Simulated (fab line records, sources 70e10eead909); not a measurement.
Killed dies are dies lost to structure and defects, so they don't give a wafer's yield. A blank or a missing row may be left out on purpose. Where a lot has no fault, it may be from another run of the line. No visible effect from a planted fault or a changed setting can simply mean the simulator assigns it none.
fab line records    flow nandHarc
record: lots: 10  wafers: 30  lastDay: 33
route steps=1302 shown P_ZERO_WELL@17 P_STI@87 END@1302
lots untouched by any fault: they come from a run of this same line in which no faults occurred
startH: the number of hours between the record's first day and the start of the first shown wafer of the lot    waitH: how many hours have passed since the lot's step before this one    " unchanged from the row above    L1.1+2: a single row standing in for several wafers    - value missing, or start not given    * or withheld: withheld    < > ~ a bound
route shown NAME@n: NAME is a module with steps in the file, n the number in the route of the first one    usual: mean and standard deviation over wafers with no fault    same: alike in all rows    chamber/n: place in a boat    sites: per-site readings    _std_site: standard deviation across them    _edge_site: mean of outer sites minus mean of inner sites    radiusMm: for every site, how far away it sits from the centre of the wafer    mask NAME#n: copy n    behind: the most recent tool/chamber to have shaped the wafer    hold: why the lot went on hold/how many hours it stayed there/how the hold came to an end    device: names the non-switching transistor (n, p or np)    end of line: tests of these same wafers at the route's end    step lacking rows: just its recipe    killed: the dies lost at the first sort to structure and to defects; this is not the yield of the wafer    map: the dies of a wafer, with x for killed, . for not killed, _ for no die there
set.NAME: the setting as run; set.NAME@STEP: as run at that earlier step    model.NAME: the simulator's own value behind a step, which no gauge read
a sample of lots followed through the steps of the route, with each step as a table and each wafer as a row
services: the hour from which a tool's chamber was out of use, counted from the record's first day as startH (under 0 if before that day), plus the number of hours and why
== steps ==
step: NHARC_P_ZERO_WELL_ETCH_65
recipe: targetDepthA: 800  overetchA: 240  timeS: 87.88  ionEnergyEv: 200  n2FlowSccm: 150  h2FlowSccm: 150  arFlowSccm: 0  rfW: 400  biasW: 150  chemistry: N2/H2
usual: chamberPressureMTorr: 30.002/0.028  drypumpMotorCurrentA: 5.8/0.36  oesProductAu: 1.001/0.0089  rfVppV: 431/3  showerheadPlenumPTorr: 2.05/0.1  throttleValvePct: 14.171/0.0087
same: timeS: 87.88
lot.wafer  tool        chamber  startH  waitH  chamberPressureMTorr  drypumpMotorCurrentA  oesProductAu  rfHoursCounterH  rfVppV  showerheadPlenumPTorr  throttleValvePct
L422.1     rieDiel-10  1        21.51   0.2    30.005                6.0                   1.003         34               427     1.95                   14.158
L422.2     "           0        "       "      30.003                5.2                   0.997         37               430     2.03                   14.179
L422.5     "           2        "       "      29.976                5.1                   0.991         -                432     2.09                   14.159
L424.4     rieDiel-08  2        41.62   0.1    29.959                5.7                   1.019         3                431     2.15                   14.184
L424.2     "           0        "       "      30.008                5.9                   0.999         2                433     2.17                   14.159
L424.5     "           3        "       "      29.996                6.3                   1.000         -                428     1.93                   14.164
L427.1     rieDiel-08  0        72.52   0.1    30.066                5.9                   1.013         14               433     2.17                   14.168
L427.2     "           3        "       "      30.042                6.3                   0.994         15               428     1.93                   14.172
L427.5     "           1        "       "      30.015                5.9                   0.999         -                432     2.15                   14.177
L435.4     rieDiel-03  2        151.37  0.1    29.982                5.6                   0.993         14               426     1.90                   14.158
L435.1     "           3        "       "      30.033                5.6                   1.003         14               431     2.07                   14.171
L435.6     "           0        "       "      30.039                5.5                   1.011         -                436     2.19                   14.180
L437.2     rieDiel-08  2        174.78  3.5    30.024                5.8                   1.016         39               433     2.14                   14.168
L437.3     "           0        "       "      30.014                5.8                   0.997         42               434     2.16                   14.173
L437.5     "           1        "       "      30.011                5.9                   1.004         -                434     2.14                   14.172
L438.3     rieDiel-08  1        181.49  0.1    30.003                5.8                   0.988         40               432     2.14                   14.173
L438.2     "           0        "       "      30.006                5.9                   0.986         44               432     2.16                   14.169
L438.5     "           2        "       "      29.997                5.8                   1.012         -                434     2.14                   14.175
L440.1     rieDiel-10  0        201.38  0.1    30.006                5.2                   0.998         50               431     2.01                   14.169
L440.6     "           2        "       "      30.029                5.1                   0.995         -                432     2.07                   14.169
L440.5     "           3        "       "      29.970                5.5                   0.998         -                425     1.89                   14.162
L442.2     rieDiel-08  2        221.49  0.1    29.988                5.8                   1.012         7                432     2.14                   14.162
L442.4     "           3        "       "      30.037                6.3                   1.000         5                427     1.92                   14.181
L442.5     "           2        "       "      29.955                5.8                   1.009         -                433     2.14                   14.168
L443.3     rieDiel-10  3        232.10  0.8    30.033                5.5                   0.999         55               426     1.89                   14.179
L443.4     "           1        "       "      30.026                6.0                   0.991         53               428     1.93                   14.174
L443.6     "           3        "       "      29.954                5.5                   1.011         -                426     1.89                   14.166
L444.1     rieDiel-03  0        241.51  0.1    30.000                5.5                   0.990         44               436     2.18                   14.168
L444.3     "           1        "       "      30.007                6.3                   0.998         47               426     1.92                   14.176
L444.6     "           1        "       "      30.028                6.3                   0.998         -                429     1.92                   14.164
step: NHARC_P_ZERO_WELL_ETCH_63
recipe: targetDepthA: 1200  timeS: 40.1  hbrFlowSccm: 150  cl2FlowSccm: 50  rfW: 400  icpW: 400  biasW: 100  chemistry: HBr/Cl2
usual: chamberPressureMTorr: 14.999/0.015  drypumpMotorCurrentA: 5.7/0.47  oesProductAu: 0.997/0.0082  throttleValvePct: 26.406/0.0098
same: timeS: 40.1
lot.wafer  tool      chamber  startH  waitH  chamberPressureMTorr  drypumpMotorCurrentA  oesProductAu  rfHoursCounterH  throttleValvePct
L422.2     rieSi-06  0        21.68   -      14.988                6.0                   0.994         0.7              26.408
L422.1     "         2        "       "      14.988                5.3                   0.999         0.7              26.394
L422.5     "         3        "       "      15.012                5.2                   0.997         -                26.412
L424.2     rieSi-03  1        42.01   -      15.004                6.2                   0.995         0.8              26.407
L424.4     "         2        "       "      14.967                5.5                   0.993         0.8              26.394
L424.5     "         3        "       "      14.971                5.6                   0.987         -                26.408
L427.1     rieSi-02  0        73.79   -      15.008                5.1                   0.997         0.6              26.402
L427.2     "         1        "       "      14.983                6.1                   0.988         0.8              26.398
L427.5     "         0        "       "      15.015                5.1                   1.013         -                26.406
L435.1     rieSi-03  0        151.53  -      14.998                6.3                   0.994         0.4              26.416
L435.4     "         3        "       "      14.997                5.6                   0.995         0.5              26.419
L435.6     "         0        "       "      15.022                6.3                   0.993         -                26.401
L437.3     rieSi-03  1        174.96  -      15.010                6.3                   1.012         0.6              26.396
L437.2     "         2        "       "      14.993                5.5                   0.994         0.6              26.414
L437.5     "         1        "       "      14.999                6.3                   1.000         -                26.398
L438.2     rieSi-06  3        181.66  -      15.001                5.2                   0.998         0.6              26.408
L438.3     "         1        "       "      15.006                6.3                   1.010         0.6              26.395
L438.5     "         3        "       "      15.010                5.2                   0.986         -                26.399
L440.1     rieSi-03  0        201.58  -      15.003                6.3                   0.996         0.8              26.413
L440.6     "         1        "       "      15.026                6.2                   1.005         -                26.415
L440.5     "         2        "       "      15.017                5.5                   1.002         -                26.408
L442.4     rieSi-06  1        221.67  -      15.003                6.4                   1.005         0.9              26.388
L442.2     "         2        "       "      14.976                5.3                   0.984         1.0              26.401
L442.5     "         0        "       "      14.990                5.9                   0.996         -                26.411
L443.3     rieSi-06  2        232.27  -      15.020                5.2                   0.987         1.1              26.388
L443.4     "         1        "       "      14.987                6.4                   0.999         1.0              26.400
L443.6     "         2        "       "      15.022                5.3                   0.996         -                26.395
L444.3     rieSi-06  2        241.69  -      14.990                5.3                   0.995         1.1              26.409
L444.1     "         0        "       "      14.995                6.0                   1.018         0.9              26.425
L444.6     "         2        "       "      14.962                5.3                   0.985         -                26.404
step: NHARC_P_ZERO_WELL_EXPOSE_21
recipe: na: 0.6  targetCdNm: 720  doseMj: 22.31  maskId: P_NWELL
usual: focusOffsetNm: 0.0/0.59
lot.wafer  tool           chamber  startH  waitH  mask       focusOffsetNm
L422.1     krfScanner-04  0        22.48   -      P_NWELL#0  -1.0
L422.2     "              0        "       "      P_NWELL#0  -0.9
L422.5     "              0        "       "      P_NWELL#0  -0.4
L424.2     krfScanner-04  0        42.63   -      P_NWELL#0  -0.3
L424.4     "              0        "       "      P_NWELL#0  0.5
L424.5     "              0        "       "      P_NWELL#0  -0.2
L427.1     krfScanner-01  0        74.54   -      P_PWELL#0  0.7
L427.2     "              0        "       "      P_PWELL#0  1.0
L427.5     "              0        "       "      P_PWELL#0  0.2
L435.1     krfScanner-04  0        152.35  -      P_NWELL#0  -1.2
L435.4     "              0        "       "      P_NWELL#0  0.0
L435.6     "              0        "       "      P_NWELL#0  -0.6
L437.2     krfScanner-04  0        175.60  -      P_NWELL#0  0.5
L437.3     "              0        "       "      P_NWELL#0  0.0
L437.5     "              0        "       "      P_NWELL#0  0.7
L438.2     krfScanner-01  0        182.44  -      P_NWELL#0  -0.5
L438.3     "              0        "       "      P_NWELL#0  -0.4
L438.5     "              0        "       "      P_NWELL#0  -0.4
L440.1     krfScanner-03  0        202.18  -      P_NWELL#0  0.5
L440.5     "              0        "       "      P_NWELL#0  1.2
L440.6     "              0        "       "      P_NWELL#0  0.5
L442.2     krfScanner-04  0        222.48  -      P_NWELL#0  0.2
L442.4     "              0        "       "      P_NWELL#0  0.4
L442.5     "              0        "       "      P_NWELL#0  0.8
L443.3     krfScanner-03  0        233.05  -      P_NWELL#0  -0.7
L443.4     "              0        "       "      P_NWELL#0  -0.2
L443.6     "              0        "       "      P_NWELL#0  1.0
L444.1     krfScanner-01  0        242.46  -      P_NWELL#0  -0.8
L444.3     "              0        "       "      P_NWELL#0  -0.1
L444.6     "              0        "       "      P_NWELL#0  -0.4
step: NHARC_P_ZERO_WELL_CD_MEAS_24
recipe: targetCdNm: 720  landingEnergyEv: 500
usual: cdNm: 721.3/1.5
lot.wafer  tool      chamber  startH  waitH  cdNm
L422.1     cdSem-02  0        22.63   -      718.9
L422.2     "         0        "       "      720.4
L422.5     "         0        "       "      720.7
L424.2     cdSem-02  0        42.79   -      723.0
L424.4     "         0        "       "      721.8
L424.5     "         0        "       "      724.5
L427.1     cdSem-01  0        74.70   -      -
L427.2     "         0        "       "      -
L427.5     "         0        "       "      -
L435.1     cdSem-03  0        152.50  -      718.8
L435.4     "         0        "       "      719.6
L435.6     "         0        "       "      719.6
L437.2     cdSem-01  0        175.76  -      722.2
L437.3     "         0        "       "      720.0
L437.5     "         0        "       "      719.9
L438.2     cdSem-01  0        182.60  -      723.3
L438.3     "         0        "       "      720.7
L438.5     "         0        "       "      721.9
L440.1     cdSem-01  0        202.34  -      720.6
L440.5     "         0        "       "      719.8
L440.6     "         0        "       "      718.6
L442.2     cdSem-03  0        222.64  -      721.6
L442.4     "         0        "       "      720.8
L442.5     "         0        "       "      720.2
L443.3     cdSem-01  0        233.20  -      721.5
L443.4     "         0        "       "      724.6
L443.6     "         0        "       "      721.3
L444.1     cdSem-02  0        242.62  -      721.3
L444.3     "         0        "       "      720.4
L444.6     "         0        "       "      721.8
step: NHARC_P_STI_DESCUM_14
recipe: timeS: 3  o2FlowSccm: 200  arFlowSccm: 0  biasPowerW: 0  chemistry: O2
usual: chamberPressureMTorr: 60.00/0.055  drypumpMotorCurrentA: 5.8/0.48  o2FlowSccm: 200.1/0.63  oesProductAu: 1.000/0.0094  rfVppV: 58.0/0.85  showerheadPlenumPTorr: 1.96/0.064  throttleValvePct: 11.311/0.0085
same: timeS: 3
lot.wafer  tool        chamber  startH  waitH  chamberPressureMTorr  drypumpMotorCurrentA  o2FlowSccm  oesProductAu  rfHoursCounterH  rfVppV  showerheadPlenumPTorr  throttleValvePct
L422.1     rieDiel-05  0        44.50   -      60.06                 5.0                   200.9       1.002         12               56.6    1.86                   11.312
L422.2     "           1        "       "      60.01                 5.5                   199.6       0.997         13               57.2    2.00                   11.312
L422.5     "           3        "       "      59.94                 4.9                   200.3       1.004         -                59.0    1.96                   11.311
L424.4     rieDiel-13  2        65.22   -      59.97                 6.1                   200.4       0.996         3                58.5    2.04                   11.307
L424.2     "           3        "       "      59.99                 5.6                   199.2       0.998         2                58.6    1.94                   11.318
L424.5     "           2        "       "      60.03                 6.2                   200.0       0.998         -                57.1    2.04                   11.316
L435.1     rieDiel-13  0        175.64  -      60.07                 6.2                   199.7       0.996         0                58.0    1.94                   11.303
L435.4     "           2        "       "      59.95                 6.1                   200.5       0.988         0                60.9    2.04                   11.309
L435.6     "           0        "       "      60.08                 6.2                   200.0       0.995         -                57.2    1.94                   11.307
L437.3     rieDiel-09  0        196.07  -      59.90                 6.3                   200.6       0.996         2                58.9    1.91                   11.316
L437.2     "           2        "       "      59.90                 6.3                   199.2       0.990         2                56.8    2.02                   11.302
L437.5     "           1        "       "      59.98                 5.6                   200.5       0.999         -                59.4    1.93                   11.324
L438.3     rieDiel-09  2        206.46  -      59.96                 6.3                   199.6       0.994         3                57.0    2.02                   11.305
L438.2     "           0        "       "      59.96                 6.4                   201.0       0.995         3                57.4    1.91                   11.316
L438.5     "           2        "       "      60.04                 6.3                   200.2       0.989         -                59.0    2.02                   11.304
L440.1     rieDiel-09  3        222.63  -      59.93                 5.5                   201.1       0.996         4                58.2    2.01                   11.310
L440.6     "           1        "       "      60.01                 5.5                   199.7       0.996         -                57.0    1.93                   11.329
L440.5     "           2        "       "      59.91                 6.3                   200.2       0.999         -                57.1    2.02                   11.326
L442.4     rieDiel-09  1        242.50  -      59.97                 5.5                   200.3       1.013         5                58.9    1.93                   11.312
L442.2     "           0        "       "      60.02                 6.3                   200.0       0.998         5                57.7    1.91                   11.316
L442.5     "           1        "       "      59.97                 5.5                   201.3       1.008         -                57.6    1.93                   11.318
L443.4     rieDiel-05  0        254.66  -      60.09                 5.0                   200.0       0.986         1                57.7    1.85                   11.313
L443.3     "           3        "       "      60.06                 5.0                   201.1       0.990         1                59.2    1.96                   11.315
L443.6     "           1        "       "      59.97                 5.5                   199.0       1.014         -                58.7    1.99                   11.316
L444.1     rieDiel-13  3        264.92  -      60.07                 5.6                   200.0       1.002         4                56.7    1.94                   11.316
L444.3     "           0        "       "      60.02                 6.2                   199.0       1.000         4                57.9    1.94                   11.310
L444.6     "           2        "       "      60.10                 6.1                   199.1       0.984         -                57.9    2.04                   11.315
step: NHARC_END_SORT_01
recipe: tempC: 25
usual: killedAtArray: 59/16  killedAtOther: 0.8/1.1  killedAtPeriphery: 3.6/2.4  killedDies: 64/16  killedOpen: 3.4/1.8  killedShort: 2.5/1.6
same: grossDies: 677
lot.wafer  tool       chamber  startH  waitH  killedAtArray  killedAtOther  killedAtPeriphery  killedDies  killedOpen  killedShort
L427.1     prober-02  0        613.59  2.5    61             1              615                677         5           2
L427.2     prober-02  0        614.40  2.8    60             1              616                677         2           4
L427.5     prober-02  0        616.82  3.7    55             1              621                677         4           3
killed by level:class
L427.1 P_ZERO_WELL:areaExpose=609 A_CHANNEL_HOLE_D1:chamberFilmFlake=35 A_CHANNEL_HOLE_D2:chamberFilmFlake=14 P_ZERO_WELL:chamberFilmFlake=4 A_STAIRCASE:chamberFilmFlake=4 A_CONTACT:chamberFilmFlake=2 P_CONTACT:geometricParticle:open=1 P_M1:geometricParticle:open=1
L427.2 P_ZERO_WELL:areaExpose=615 A_CHANNEL_HOLE_D1:chamberFilmFlake=39 A_CHANNEL_HOLE_D2:chamberFilmFlake=8 A_WL_FILL:geometricParticle:short=3 A_CONTACT:chamberFilmFlake=3 A_STAIRCASE:chamberFilmFlake=3 A_CHANNEL_HOLE_D2:geometricParticle:short=1 A_CHANNEL_FILL_D2:geometricParticle:open=1
L427.5 P_ZERO_WELL:areaExpose=620 A_CHANNEL_HOLE_D1:chamberFilmFlake=29 A_CHANNEL_HOLE_D2:chamberFilmFlake=15 A_STAIRCASE:chamberFilmFlake=3 A_CHANNEL_FILL_D1:geometricParticle:open=2 A_CHANNEL_FILL_D1:chamberFilmFlake=2 P_CONTACT:geometricParticle:open=1 A_CHANNEL_HOLE_D1:geometricParticle:short=1
== services ==
tool           chamber  startH  hours  kind
krfScanner-04  -        10.00   4.0    pm
rieSi-03       2        13.69   15.3   repair
rieDiel-08     -        17.69   9.0    pm
rieSi-06       1        20.37   15.7   repair
rieDiel-08     1        32.60   6.2    repair
rieSi-03       -        44.00   9.0    pm
krfScanner-04  -        45.29   0.4    repair
rieSi-06       3        52.76   5.1    repair
rieDiel-09     -        61.53   3.7    repair
rieSi-03       2        70.20   5.3    repair
rieSi-06       -        72.00   9.0    pm
rieSi-06       0        126.43  3.2    repair
rieDiel-08     -        138.10  2.1    repair
krfScanner-04  -        142.68  1.0    repair
rieDiel-09     -        143.10  9.0    pm
rieDiel-09     -        158.59  0.2    repair
rieDiel-08     -        159.08  1.3    repair
krfScanner-04  -        182.00  4.0    pm
rieSi-06       2        194.22  3.2    repair
rieDiel-08     -        194.69  9.0    pm
rieSi-06       -        235.23  0.9    repair
rieDiel-08     0        242.30  1.6    repair
rieSi-06       -        249.00  9.0    pm
krfScanner-04  -        255.40  5.7    repair
== key ==
firstSign: step: NHARC_P_ZERO_WELL_EXPOSE_21  reading: mask  direction: changed
effect: step: NHARC_P_ZERO_WELL_CD_MEAS_24  reading: cdNm  direction: missing
effect: step: NHARC_END_SORT_01  reading: killedAtPeriphery  direction: up  sigmas: 99+  usual: 3.6  struck: 617.3
moreKillsBornAt: NHARC_P_ZERO_WELL_EXPOSE_21@krfScanner-01: 1844
metAt NHARC_P_ZERO_WELL_EXPOSE_21
struckLots L427
laterRowsLeftOut L427.1,L427.2,L427.5
testerLeftOut L427
notActingAt NHARC_P_ZERO_WELL_ETCH_65,NHARC_P_ZERO_WELL_ETCH_63,NHARC_P_STI_DESCUM_14
fault: kind: wrongMask  tool: any  chamber: -  onsetH: 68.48  steps: NHARC_P_ZERO_WELL_EXPOSE_21  auxCopy: P_PWELL#0  scope: struckLotsOnly
testerLeftOut: of these lots the tester's yield and bins aren't shown, on N5 and GAA mostly nor the transistor test; their killed dies are dies lost to structure and defects alone, not to doping, threshold or leakage, so they don't give the yield
laterRowsLeftOut: the simulator's readings of these wafers behind a module that went badly wrong aren't trusted and aren't shown, but for the sort
